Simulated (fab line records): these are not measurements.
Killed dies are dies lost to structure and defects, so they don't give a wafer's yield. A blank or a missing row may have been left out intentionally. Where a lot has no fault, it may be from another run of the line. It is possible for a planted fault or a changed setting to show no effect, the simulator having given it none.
fab line records | flow n5_finfet
record: lots: 14 wafers: 42 last_day: 18
route steps=1938 shown SDB@370 PAD_METAL@1895 PASSIVATION@1906
lots that met no fault: from a run of the same line without faults
start_h: start of the lot's first displayed wafer, in hours after the record's first day | wait_h: time in hours since the lot's previous step | " identical to the entry in the row above | L1.1+2: several wafers, shown together as one row | - no value, or no start given | * or withheld: withheld | < > ~ a bound
route shown NAME@n: names a module that has steps shown in the file, with the first one's number in the route | usual: mean/standard deviation taken from wafers without a fault | same: alike in all rows | chamber/n: place in a boat | sites: per-site readings | _std_site: the values' standard deviation | _edge_site: outer sites' mean less inner sites' | radius_mm: for every site, how far away it sits from the centre of the wafer | mask NAME#n: copy n | behind: tool/chamber where the wafer was last shaped | hold: why the lot went on hold/how many hours it stayed there/how the hold came to an end | device: whichever transistor did not switch (one of n, p or np) | end of line: the route-end tests of the same wafers | a step given without rows: its recipe and nothing more | killed: not the wafer's yield, but the dies lost to structure and defects at the first sort | map: a wafer's dies, x killed, . not, _ none there
set.NAME: the setting as run; set.NAME@STEP: as run at that earlier step | model.NAME: the simulator's own value behind a step, which no gauge read
a sample of lots followed through the steps of the route, with each step as a table and each wafer as a row
services: a tool's chamber out of use, with start hour (start_h, from the record's first day; less than 0 if before it), hours out, and reason
== steps ==
step: N5_SDB_PRECLEAN_38
recipe: chemistry: dHF time_s: 10 dilution: 750:1 temp_c: 25
columns lot.wafer tool chamber start_h wait_h
L119.3+4+6 wet_bench-06 2,6,3 77.70 0.1
L120.4+5+6 wet_bench-04 3,6,4 87.22 0.1
L121.4+5+6 wet_bench-03 7,0,4 90.15 0.1
L123.1+4+5 wet_bench-04 3,2,0 105.36 0.1
L124.3+5+6 wet_bench-03 1,3,2 112.93 0.1
L125.1+3+5 wet_bench-04 0,1,5 114.90 0.1
L126.2+5+6 wet_bench-03 5,1,7 122.81 0.1
L127.1+3+6 wet_bench-03 2,3,4 126.20 0.1
L128.1+2+3 wet_bench-06 2,7,1 134.10 0.1
L130.2+3+6 wet_bench-03 4,1,7 149.31 0.1
L131.2+4+6 wet_bench-03 2,7,3 150.84 0.1
L133.1+2+6 wet_bench-03 7,0,6 168.14 0.1
L139.1+2+3 wet_bench-06 3,7,5 200.34 0.1
L140.1+2+4 wet_bench-04 7,0,6 204.33 0.1
step: N5_PASSIVATION_SPUTTER_20
recipe: material: TaN target_thk_a: 500 temp_c: 25 chamber_pressure_pa: 0.4
usual: throttle_valve_pct: 30.4/0.45
columns lot.wafer tool chamber start_h wait_h throttle_valve_pct
L119.3 pvd_sputter-02 - 281.91 0.0 31.2
L119.4 " - " " 30.4
L119.6 " - " " 30.3
L120.4 pvd_sputter-01 - 288.10 0.0 29.5
L120.5 " - " " 30.0
L120.6 " - " " 29.4
L123.1 pvd_sputter-01 - 303.48 0.0 29.6
L123.4 " - " " 30.7
L123.5 " - " " 30.6
L121.4 pvd_sputter-01 - 303.90 0.0 29.5
L121.5 " - " " 30.8
L121.6 " - " " 30.1
L124.3 pvd_sputter-03 - 309.79 0.0 29.8
L124.5 " - " " 30.3
L124.6 " - " " 30.1
L125.1 pvd_sputter-03 - 315.23 0.0 30.0
L125.3 " - " " 30.4
L125.5 " - " " 30.6
L128.1 pvd_sputter-02 - 329.33 0.0 31.2
L128.2 " - " " 30.8
L128.3 " - " " 30.5
L127.1 pvd_sputter-03 - 337.29 0.0 30.1
L127.3 " - " " 30.0
L127.6 " - " " 30.0
L126.2 pvd_sputter-02 - 337.79 0.0 30.2
L126.5 " - " " 30.4
L126.6 " - " " 31.2
L130.2 pvd_sputter-01 - 341.71 0.0 29.6
L130.3 " - " " 30.5
L130.6 " - " " 30.6
L133.1 pvd_sputter-03 - 363.99 0.0 29.8
L133.2 " - " " 30.8
L133.6 " - " " 30.5
L131.2 pvd_sputter-02 - 369.13 0.0 30.9
L131.4 " - " " 30.5
L131.6 " - " " 30.5
L139.1 pvd_sputter-02 - 409.52 0.0 30.9
L139.2 " - " " 30.9
L139.3 " - " " 30.6
L140.1 pvd_sputter-02 - 414.32 0.0 30.5
L140.2 " - " " 30.6
L140.4 " - " " 31.1
step: N5_PASSIVATION_OVL_MEAS_63
recipe: points_per_wafer: 44
usual: PAD_OVL: -1/5
columns lot.wafer tool chamber start_h wait_h PAD_OVL[nm]
L119.3 overlay-02 0 282.52 0.0 1
L119.4 " 0 " " 7
L119.6 " 0 " " 5
L120.4 overlay-02 0 288.70 0.0 -11
L120.5 " 0 " " -2
L120.6 " 0 " " -5
L123.1 overlay-02 0 304.08 0.0 6
L123.4 " 0 " " 7
L123.5 " 0 " " 0
L121.4 overlay-02 0 304.75 0.0 -2
L121.5 " 0 " " 1
L121.6 " 0 " " -7
L124.3 overlay-02 0 310.51 0.0 -7
L124.5 " 0 " " -5
L124.6 " 0 " " 0
L125.1 overlay-02 0 315.96 0.0 -6
L125.3 " 0 " " -7
L125.5 " 0 " " -12
L128.1 overlay-02 0 329.93 0.0 -9
L128.2 " 0 " " -10
L128.3 " 0 " " -3
L127.1 overlay-01 0 338.02 0.0 2
L127.3 " 0 " " 4
L127.6 " 0 " " 5
L126.2 overlay-02 0 338.40 0.0 -4
L126.5 " 0 " " 0
L126.6 " 0 " " -3
L130.2 overlay-01 0 342.43 0.0 -6
L130.3 " 0 " " 2
L130.6 " 0 " " -2
L133.1 overlay-02 0 364.59 0.0 3
L133.2 " 0 " " 7
L133.6 " 0 " " 4
L131.2 overlay-02 0 369.85 0.0 -2
L131.4 " 0 " " 1
L131.6 " 0 " " -3
L139.1 overlay-02 0 410.12 0.0 3
L139.2 " 0 " " 1
L139.3 " 0 " " 4
L140.1 overlay-02 0 414.92 0.0 -1
L140.2 " 0 " " -4
L140.4 " 0 " " 1
step: N5_PASSIVATION_PROBE_49
usual: defect_limited_yield: 91.2/1.6 killed_at_M0_to_M3: 33/11 killed_at_M4_up: 15/6.2 killed_at_contacts: 15/7.1 killed_at_front_end: 38/12 killed_at_other: 4/3.5 killed_dies: 104/19 killed_open: 69/14 killed_short: 34/8.5 sort_bin_5_function: 5.2/0.99 sort_bin_6_memory: 3.3/0.77 sort_n_pass: 1076/19 sort_yield_pct: 91.2/1.6
same: gross_dies: 1180 killed_at_back_side: 0 sort_bin_4_leakage[%]: 0 sort_bin_8_speed[%]: 0
columns lot.wafer tool chamber start_h wait_h defect_limited_yield[%] killed_at_M0_to_M3 killed_at_M4_up killed_at_contacts killed_at_front_end killed_at_other killed_dies killed_open killed_short sort_bin_5_function[%] sort_bin_6_memory[%] sort_n_pass sort_yield_pct[%]
L119.3 prober-01 - 288.24 0.1 93.0 11 12 18 40 2 83 51 31 4.1 2.7 1097 93.0
L119.4 prober-01 - 288.29 0.2 94.2 24 5 9 28 2 68 42 26 3.2 2.4 1112 94.2
L119.6 prober-01 - 288.39 0.3 91.0 22 26 20 36 2 106 69 34 5.0 3.7 1074 91.0
L120.4 prober-02 - 293.74 0.2 89.8 38 15 17 43 7 120 80 40 5.7 4.2 1060 89.8
L120.5 prober-02 - 293.79 0.2 88.3 39 16 17 60 6 138 94 43 6.7 4.7 1042 88.3
L120.6 prober-02 - 293.84 0.3 88.1 40 6 11 78 6 141 103 38 6.8 4.6 1039 88.1
L123.1 prober-02 - 309.11 0.0 91.7 50 23 6 18 1 98 67 30 4.7 3.1 1082 91.7
L123.4 prober-02 - 309.26 0.2 95.3 17 6 5 27 1 56 37 19 2.8 1.9 1124 95.3
L123.5 prober-02 - 309.31 0.2 93.5 39 4 0 33 1 77 50 25 3.5 2.6 1103 93.5
L121.4 prober-01 - 311.25 0.2 91.9 39 5 12 37 2 95 67 28 5.2 2.7 1085 91.9
L121.5 prober-01 - 311.30 0.2 92.7 27 11 14 34 0 86 63 23 4.5 2.5 1094 92.7
L121.6 prober-01 - 311.35 0.3 90.2 27 18 21 50 0 116 76 40 5.8 3.7 1064 90.2
L124.3 prober-01 - 316.00 0.1 92.9 38 16 6 24 0 84 60 22 4.6 2.5 1096 92.9
L124.5 prober-01 - 316.10 0.2 92.6 21 12 17 37 0 87 53 31 4.4 2.6 1093 92.6
L124.6 prober-01 - 316.15 0.3 94.2 10 13 6 37 2 68 39 27 3.8 1.9 1112 94.2
L125.1 prober-02 - 320.98 0.0 91.0 38 19 9 36 4 106 66 40 5.0 3.6 1074 91.0
L125.3 prober-02 - 321.08 0.1 91.4 33 13 13 40 2 101 63 34 5.4 2.5 1079 91.4
L125.5 prober-02 - 321.18 0.2 93.1 28 15 11 22 6 82 46 35 4.0 2.9 1098 93.1
L128.1 prober-02 - 335.06 0.0 91.1 29 18 16 38 4 105 69 36 4.7 3.9 1075 91.1
L128.2 prober-02 - 335.11 0.1 91.4 37 26 8 29 2 102 64 36 5.3 3.1 1078 91.4
L128.3 prober-02 - 335.16 0.1 91.4 36 28 8 25 5 102 63 37 5.1 3.4 1078 91.4
L127.1 prober-02 - 343.01 0.0 92.8 33 13 6 33 0 85 66 18 4.2 2.6 1095 92.8
L127.3 prober-02 - 343.11 0.1 92.5 31 8 12 36 1 88 59 29 4.2 3.0 1092 92.5
L127.6 prober-02 - 343.26 0.3 93.4 25 19 3 30 1 78 52 25 3.3 3.1 1102 93.4
L126.2 prober-01 - 343.91 0.1 91.2 36 25 19 22 2 104 72 29 4.7 3.6 1076 91.2
L126.5 prober-01 - 344.06 0.2 92.2 31 14 21 25 1 92 65 24 4.7 3.0 1088 92.2
L126.6 prober-01 - 344.11 0.3 91.3 27 24 18 26 8 103 71 29 5.3 3.1 1077 91.3
L130.2 prober-01 - 347.73 0.1 93.2 20 14 9 30 7 80 37 40 4.2 2.3 1100 93.2
L130.3 prober-01 - 347.78 0.1 93.6 25 9 10 28 3 75 54 19 4.2 2.1 1105 93.6
L130.6 prober-01 - 347.93 0.3 92.6 15 10 14 42 6 87 55 31 4.7 2.5 1093 92.6
L133.1 prober-02 - 370.29 0.7 86.9 28 17 4 104 1 154 58 32 8.3 3.1 1026 86.9
L133.2 prober-02 - 370.34 0.8 86.1 25 19 18 102 0 164 80 32 8.3 4.3 1016 86.1
L133.6 prober-02 - 370.54 1.0 82.7 29 31 6 137 1 204 65 31 11.7 3.5 976 82.7
L131.2 prober-02 - 375.17 0.1 81.3 33 4 22 162 0 221 62 33 11.9 4.1 959 81.3
L131.4 prober-02 - 375.27 0.2 86.7 28 17 13 95 4 157 63 30 8.5 3.0 1023 86.7
L131.6 prober-02 - 375.37 0.3 84.0 30 8 13 138 0 189 63 25 10.5 3.3 991 84.0
L139.1 prober-02 - 416.80 0.0 91.5 39 11 24 24 2 100 72 25 4.2 4.2 1080 91.5
L139.2 prober-02 - 416.85 0.1 88.7 45 18 29 36 5 133 86 47 6.4 4.4 1047 88.7
L139.3 prober-02 - 416.90 0.1 89.3 26 16 18 58 8 126 90 36 6.2 4.2 1054 89.3
L140.1 prober-01 - 420.58 0.0 91.9 37 8 16 34 1 96 65 29 5.3 2.5 1084 91.9
L140.2 prober-01 - 420.63 0.1 90.5 24 11 26 51 0 112 73 38 5.8 3.6 1068 90.5
L140.4 prober-01 - 420.73 0.2 89.5 39 8 33 41 3 124 81 42 6.4 3.6 1056 89.5
killed by level:class
L119.3 FIN_SAQP:geometric_particle:short=15 MOL_CONTACT_COAG:geometric_particle:open=13 FIN_SAQP:geometric_particle:open=9 BEOL_M4:geometric_particle:open=7 MOL_CONTACT_COAG:geometric_particle:short=5 BEOL_M1:geometric_particle:open=5 DUMMY_GATE:geometric_particle:open=3 STI_FIN_REVEAL:geometric_particle:open=3
L119.4 FIN_SAQP:geometric_particle:short=9 BEOL_M3:geometric_particle:open=8 MOL_CONTACT_COAG:geometric_particle:open=8 FIN_SAQP:geometric_particle:open=5 BEOL_M0_SAQP:geometric_particle:short=5 BEOL_M1:geometric_particle:open=3 BEOL_M0_SAQP:geometric_particle:open=3 BEOL_M4:geometric_particle:open=3
L119.6 MOL_CONTACT_COAG:geometric_particle:open=17 FIN_SAQP:geometric_particle:open=14 BEOL_M0_SAQP:geometric_particle:short=9 BEOL_M4:geometric_particle:open=9 FIN_SAQP:geometric_particle:short=7 BEOL_M0_SAQP:geometric_particle:open=7 STI_FIN_REVEAL:geometric_particle:open=4 BEOL_M1:geometric_particle:open=4
L120.4 BEOL_M2:geometric_particle:open=14 STI_FIN_REVEAL:geometric_particle:open=12 MOL_CONTACT_COAG:geometric_particle:open=12 FIN_SAQP:geometric_particle:open=11 BEOL_M0_SAQP:geometric_particle:short=10 FIN_SAQP:geometric_particle:short=7 BEOL_M4:geometric_particle:open=5 MOL_CONTACT_COAG:geometric_particle:short=5
L120.5 STI_FIN_REVEAL:geometric_particle:open=21 MOL_CONTACT_COAG:geometric_particle:open=12 GATE_CUT:geometric_particle:short=10 BEOL_M2:geometric_particle:open=8 BEOL_M1:geometric_particle:open=7 BEOL_M3:geometric_particle:open=7 FIN_SAQP:geometric_particle:short=6 FIN_SAQP:geometric_particle:open=6
L120.6 STI_FIN_REVEAL:geometric_particle:open=21 FIN_SAQP:geometric_particle:open=17 GATE_CUT:geometric_particle:short=11 MOL_CONTACT_COAG:geometric_particle:open=11 BEOL_M2:geometric_particle:open=10 BEOL_M0_SAQP:geometric_particle:short=9 FIN_SAQP:geometric_particle:short=8 BEOL_M0_SAQP:geometric_particle:open=8
L123.1 BEOL_M0_SAQP:geometric_particle:open=13 BEOL_M1:geometric_particle:open=12 BEOL_M0_SAQP:geometric_particle:short=10 FIN_SAQP:geometric_particle:open=5 BEOL_M1:geometric_particle:short=5 BEOL_M4:geometric_particle:open=5 BEOL_M8:geometric_particle:open=5 BEOL_M3:geometric_particle:open=4
L123.4 GATE_CUT:geometric_particle:short=6 BEOL_M3:geometric_particle:open=5 FIN_SAQP:geometric_particle:open=4 GATE_CUT:geometric_particle:open=4 MOL_CONTACT_COAG:geometric_particle:open=4 BEOL_M0:geometric_particle:open=4 BEOL_M0_SAQP:geometric_particle:open=3 FIN_SAQP:geometric_particle:short=2
L123.5 BEOL_M1:geometric_particle:open=9 BEOL_M3:geometric_particle:open=9 FIN_SAQP:geometric_particle:open=7 SPACER0:geometric_particle:open=5 BEOL_M2:geometric_particle:open=5 BEOL_M2:geometric_particle:short=5 SPACER0:geometric_particle:short=4 GATE_CUT:geometric_particle:short=4
L121.4 STI_FIN_REVEAL:geometric_particle:open=11 BEOL_M2:geometric_particle:open=11 MOL_CONTACT_COAG:geometric_particle:open=10 BEOL_M1:geometric_particle:open=9 FIN_SAQP:geometric_particle:open=8 BEOL_M0_SAQP:geometric_particle:short=8 STI_FIN_REVEAL:geometric_particle:short=3 ILD0:geometric_particle:open=3
L121.5 STI_FIN_REVEAL:geometric_particle:open=15 MOL_CONTACT_COAG:geometric_particle:open=13 BEOL_M2:geometric_particle:open=9 STARTING-WAFER:geometric_particle:short=5 BEOL_M1:geometric_particle:open=4 BEOL_M0:geometric_particle:short=4 BEOL_M3:geometric_particle:open=4 BEOL_M5:geometric_particle:open=4
L121.6 STI_FIN_REVEAL:geometric_particle:open=13 MOL_CONTACT_COAG:geometric_particle:open=13 BEOL_M4:geometric_particle:open=11 FIN_SAQP:geometric_particle:open=8 MOL_CONTACT_COAG:geometric_particle:short=8 BEOL_M0_SAQP:geometric_particle:short=6 DUMMY_GATE:geometric_particle:open=5 STARTING-WAFER:geometric_particle:short=4
L124.3 BEOL_M1:geometric_particle:open=10 BEOL_M0_SAQP:geometric_particle:open=8 BEOL_M2:geometric_particle:open=7 MOL_CONTACT_COAG:geometric_particle:open=6 BEOL_M0_SAQP:geometric_particle:short=5 GATE_CUT:geometric_particle:open=4 FIN_SAQP:geometric_particle:open=3 STI_FIN_REVEAL:geometric_particle:open=3
L124.5 MOL_CONTACT_COAG:geometric_particle:open=13 STARTING-WAFER:geometric_particle:open=7 FIN_SAQP:geometric_particle:open=6 GATE_CUT:geometric_particle:short=6 STARTING-WAFER:geometric_particle:short=5 GATE_CUT:geometric_particle:open=4 MOL_CONTACT_COAG:geometric_particle:short=4 BEOL_M0_SAQP:geometric_particle:open=4
L124.6 STI_FIN_REVEAL:geometric_particle:open=9 FIN_SAQP:geometric_particle:short=7 MOL_CONTACT_COAG:geometric_particle:open=5 BEOL_M4:geometric_particle:short=5 GATE_CUT:geometric_particle:short=4 GATE_CUT:geometric_particle:open=4 BEOL_M0_SAQP:geometric_particle:short=4 STI_FIN_REVEAL:geometric_particle:short=3
L125.1 FIN_SAQP:geometric_particle:open=9 BEOL_M0_SAQP:geometric_particle:open=8 BEOL_M3:geometric_particle:short=8 STI_FIN_REVEAL:geometric_particle:open=7 MOL_CONTACT_COAG:geometric_particle:open=7 BEOL_M2:geometric_particle:open=7 BEOL_M1:geometric_particle:open=6 FIN_SAQP:geometric_particle:short=5
L125.3 BEOL_M2:geometric_particle:open=14 MOL_CONTACT_COAG:geometric_particle:open=10 STI_FIN_REVEAL:geometric_particle:open=6 GATE_CUT:geometric_particle:short=5 BEOL_M2:geometric_particle:short=5 FIN_SAQP:geometric_particle:short=4 DUMMY_GATE:geometric_particle:open=4 BEOL_M0_SAQP:geometric_particle:open=4
L125.5 MOL_CONTACT_COAG:geometric_particle:open=9 GATE_CUT:geometric_particle:short=8 BEOL_M2:geometric_particle:open=6 BEOL_M0_SAQP:geometric_particle:short=5 BEOL_M1:geometric_particle:open=5 BEOL_M5:geometric_particle:open=5 STARTING-WAFER:geometric_particle:short=3 BEOL_M0_SAQP:geometric_particle:open=3
L128.1 FIN_SAQP:geometric_particle:open=11 MOL_CONTACT_COAG:geometric_particle:open=10 BEOL_M2:geometric_particle:open=8 STI_FIN_REVEAL:geometric_particle:open=7 BEOL_M1:geometric_particle:open=7 MOL_CONTACT_COAG:geometric_particle:short=6 BEOL_M0_SAQP:geometric_particle:open=4 BEOL_M0_SAQP:geometric_particle:short=4
L128.2 BEOL_M4:geometric_particle:open=15 BEOL_M2:geometric_particle:open=11 STI_FIN_REVEAL:geometric_particle:open=7 MOL_CONTACT_COAG:geometric_particle:open=6 BEOL_M1:geometric_particle:open=6 BEOL_M4:geometric_particle:short=6 BEOL_M3:geometric_particle:open=5 STI_FIN_REVEAL:geometric_particle:short=4
L128.3 BEOL_M4:geometric_particle:open=18 BEOL_M0_SAQP:geometric_particle:short=13 STI_FIN_REVEAL:geometric_particle:open=10 BEOL_M1:geometric_particle:open=7 BEOL_M0_SAQP:geometric_particle:open=7 MOL_CONTACT_COAG:geometric_particle:open=6 BEOL_M4:geometric_particle:short=5 BEOL_M1:geometric_particle:short=3
L127.1 BEOL_M3:geometric_particle:open=11 STI_FIN_REVEAL:geometric_particle:open=10 BEOL_M2:geometric_particle:open=8 GATE_CUT:geometric_particle:open=6 GATE_CUT:geometric_particle:short=6 BEOL_M1:geometric_particle:open=5 BEOL_M5:geometric_particle:open=5 ILD0:geometric_particle:open=4
L127.3 MOL_CONTACT_COAG:geometric_particle:open=11 GATE_CUT:geometric_particle:open=11 GATE_CUT:geometric_particle:short=8 BEOL_M0:geometric_particle:open=6 BEOL_M0_SAQP:geometric_particle:open=5 STI_FIN_REVEAL:geometric_particle:open=4 BEOL_M0_SAQP:geometric_particle:short=4 BEOL_M1:geometric_particle:open=4
L127.6 BEOL_M0_SAQP:geometric_particle:open=8 BEOL_M4:geometric_particle:open=6 GATE_CUT:geometric_particle:short=5 BEOL_M3:geometric_particle:open=5 SPACER0:geometric_particle:short=4 GATE_CUT:geometric_particle:open=4 STARTING-WAFER:geometric_particle:open=4 BEOL_M5:geometric_particle:open=4
L126.2 MOL_CONTACT_COAG:geometric_particle:open=12 BEOL_M2:geometric_particle:open=12 BEOL_M4:geometric_particle:open=9 BEOL_M0_SAQP:geometric_particle:open=8 MOL_CONTACT_COAG:geometric_particle:short=7 BEOL_M3:geometric_particle:open=6 BEOL_M0_SAQP:geometric_particle:short=5 BEOL_M4:geometric_particle:short=5
L126.5 MOL_CONTACT_COAG:geometric_particle:open=17 BEOL_M2:geometric_particle:open=12 BEOL_M0_SAQP:geometric_particle:open=6 GATE_CUT:geometric_particle:short=5 BEOL_M4:geometric_particle:open=5 BEOL_M4:geometric_particle:short=4 MOL_CONTACT_COAG:geometric_particle:short=4 BEOL_M3:geometric_particle:open=4
L126.6 MOL_CONTACT_COAG:geometric_particle:open=16 BEOL_M2:geometric_particle:open=9 BEOL_M4:geometric_particle:open=9 GATE_CUT:geometric_particle:short=7 BEOL_M0_SAQP:geometric_particle:short=6 FIN_SAQP:geometric_particle:open=5 BEOL_M0_SAQP:geometric_particle:open=5 PAD_METAL:geometric_particle:open=5
L130.2 MOL_CONTACT_COAG:geometric_particle:open=6 BEOL_M4:geometric_particle:short=6 STARTING-WAFER:geometric_particle:short=6 GATE_CUT:geometric_particle:short=5 BEOL_M2:geometric_particle:open=5 ILD0:geometric_particle:short=4 BEOL_M4:geometric_particle:open=4 FIN_SAQP:geometric_particle:short=3
L130.3 STI_FIN_REVEAL:geometric_particle:open=8 MOL_CONTACT_COAG:geometric_particle:open=8 BEOL_M2:geometric_particle:open=8 STI_FIN_REVEAL:geometric_particle:short=5 FIN_SAQP:geometric_particle:open=4 BEOL_M0_SAQP:geometric_particle:open=4 BEOL_M1:geometric_particle:open=4 BEOL_M3:geometric_particle:open=4
L130.6 FIN_SAQP:geometric_particle:open=13 MOL_CONTACT_COAG:geometric_particle:open=12 FIN_SAQP:geometric_particle:short=8 GATE_CUT:geometric_particle:short=6 DUMMY_GATE:geometric_particle:open=5 BEOL_M2:geometric_particle:open=5 STI_FIN_REVEAL:geometric_particle:open=3 BEOL_M1:geometric_particle:open=3
L133.1 SDB:unspecified=63 STI_FIN_REVEAL:geometric_particle:open=13 BEOL_M0_SAQP:geometric_particle:open=9 BEOL_M0_SAQP:geometric_particle:short=9 BEOL_M4:geometric_particle:open=9 DUMMY_GATE:geometric_particle:open=6 BEOL_M2:geometric_particle:short=5 DUMMY_GATE:geometric_particle:short=4
L133.2 SDB:unspecified=51 MOL_CONTACT_COAG:geometric_particle:open=16 BEOL_M4:geometric_particle:open=12 FIN_SAQP:geometric_particle:open=11 FIN_SAQP:geometric_particle:short=11 DUMMY_GATE:geometric_particle:open=7 BEOL_M0_SAQP:geometric_particle:open=7 STI_FIN_REVEAL:geometric_particle:open=6
L133.6 SDB:unspecified=108 BEOL_M4:geometric_particle:open=18 BEOL_M2:geometric_particle:open=8 FIN_SAQP:geometric_particle:open=7 BEOL_M3:geometric_particle:open=7 FIN_SAQP:geometric_particle:short=6 BEOL_M4:geometric_particle:short=5 DUMMY_GATE:geometric_particle:open=4
L131.2 SDB:unspecified=124 MOL_CONTACT_COAG:geometric_particle:open=19 FIN_SAQP:geometric_particle:open=7 GATE_CUT:geometric_particle:short=7 BEOL_M3:geometric_particle:open=7 FIN_SAQP:geometric_particle:short=6 BEOL_M0_SAQP:geometric_particle:short=6 BEOL_M2:geometric_particle:open=6
L131.4 SDB:unspecified=64 MOL_CONTACT_COAG:geometric_particle:open=11 BEOL_M4:geometric_particle:open=9 FIN_SAQP:geometric_particle:open=7 BEOL_M1:geometric_particle:open=6 GATE_CUT:geometric_particle:short=6 GATE_CUT:geometric_particle:open=6 BEOL_M0_SAQP:geometric_particle:short=5
L131.6 SDB:unspecified=100 MOL_CONTACT_COAG:geometric_particle:open=11 FIN_SAQP:geometric_particle:open=9 FIN_SAQP:geometric_particle:short=8 BEOL_M0_SAQP:geometric_particle:open=8 STI_FIN_REVEAL:geometric_particle:open=7 BEOL_M3:geometric_particle:open=7 BEOL_M0_SAQP:geometric_particle:short=5
L139.1 MOL_CONTACT_COAG:geometric_particle:open=19 BEOL_M2:geometric_particle:open=11 BEOL_M1:geometric_particle:open=8 BEOL_M3:geometric_particle:open=7 MOL_CONTACT_COAG:geometric_particle:short=5 STI_FIN_REVEAL:geometric_particle:open=4 STI_FIN_REVEAL:geometric_particle:short=4 FIN_SAQP:geometric_particle:open=3
L139.2 MOL_CONTACT_COAG:geometric_particle:open=19 FIN_SAQP:geometric_particle:open=13 BEOL_M0_SAQP:geometric_particle:short=11 MOL_CONTACT_COAG:geometric_particle:short=10 BEOL_M4:geometric_particle:open=8 BEOL_M0_SAQP:geometric_particle:open=7 BEOL_M2:geometric_particle:open=7 BEOL_M3:geometric_particle:open=7
L139.3 FIN_SAQP:geometric_particle:open=15 STI_FIN_REVEAL:geometric_particle:open=14 MOL_CONTACT_COAG:geometric_particle:open=13 BEOL_M4:geometric_particle:open=10 FIN_SAQP:geometric_particle:short=9 BEOL_M0_SAQP:geometric_particle:open=8 PASS1_CAP:geometric_particle:open=6 BEOL_M0_SAQP:geometric_particle:short=6
L140.1 MOL_CONTACT_COAG:geometric_particle:open=12 BEOL_M0_SAQP:geometric_particle:short=10 DUMMY_GATE:geometric_particle:open=9 BEOL_M2:geometric_particle:open=7 FIN_SAQP:geometric_particle:open=6 BEOL_M3:geometric_particle:open=6 FIN_SAQP:geometric_particle:short=5 STI_FIN_REVEAL:geometric_particle:open=4
L140.2 MOL_CONTACT_COAG:geometric_particle:open=19 DUMMY_GATE:geometric_particle:open=14 FIN_SAQP:geometric_particle:short=10 BEOL_M2:geometric_particle:open=8 MOL_CONTACT_COAG:geometric_particle:short=7 DUMMY_GATE:geometric_particle:short=6 FIN_SAQP:geometric_particle:open=5 BEOL_M4:geometric_particle:open=5
L140.4 MOL_CONTACT_COAG:geometric_particle:open=24 FIN_SAQP:geometric_particle:short=12 MOL_CONTACT_COAG:geometric_particle:short=9 BEOL_M0_SAQP:geometric_particle:open=9 FIN_SAQP:geometric_particle:open=8 BEOL_M2:geometric_particle:open=7 STI_FIN_REVEAL:geometric_particle:open=6 BEOL_M3:geometric_particle:open=5
== services ==
columns tool chamber start_h hours kind
pvd_sputter-02 - 64.19 0.5 repair
wet_bench-06 - 91.50 6.0 repair
pvd_sputter-01 - 141.96 1.9 repair
wet_bench-03 - 187.30 4.1 repair
pvd_sputter-03 - 316.18 2.9 repair
wet_bench-03 - 339.22 2.1 repair
== key ==
first_sign: step: N5_PASSIVATION_PROBE_49 reading: killed_at_front_end direction: up sigmas: 7.1 usual: 38 struck: 123
effect: step: N5_PASSIVATION_PROBE_49 reading: defect_limited_yield direction: down sigmas: 4 usual: 91.2 struck: 84.6
more_kills_born_at: N5_SDB_PRECLEAN_38@wet_bench-03: 510
met_at N5_SDB_PRECLEAN_38
struck_lots L131,L133
not_acting_at N5_PASSIVATION_SPUTTER_20,N5_PASSIVATION_OVL_MEAS_63
onset_between 149.31 150.84
fault: kind: chamber_particle_source tool: wet_bench-03 chamber: - onset_h: 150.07 steps: N5_SDB_PRECLEAN_38 rate_per_visit_cm2: 0.80079 end_h: 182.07
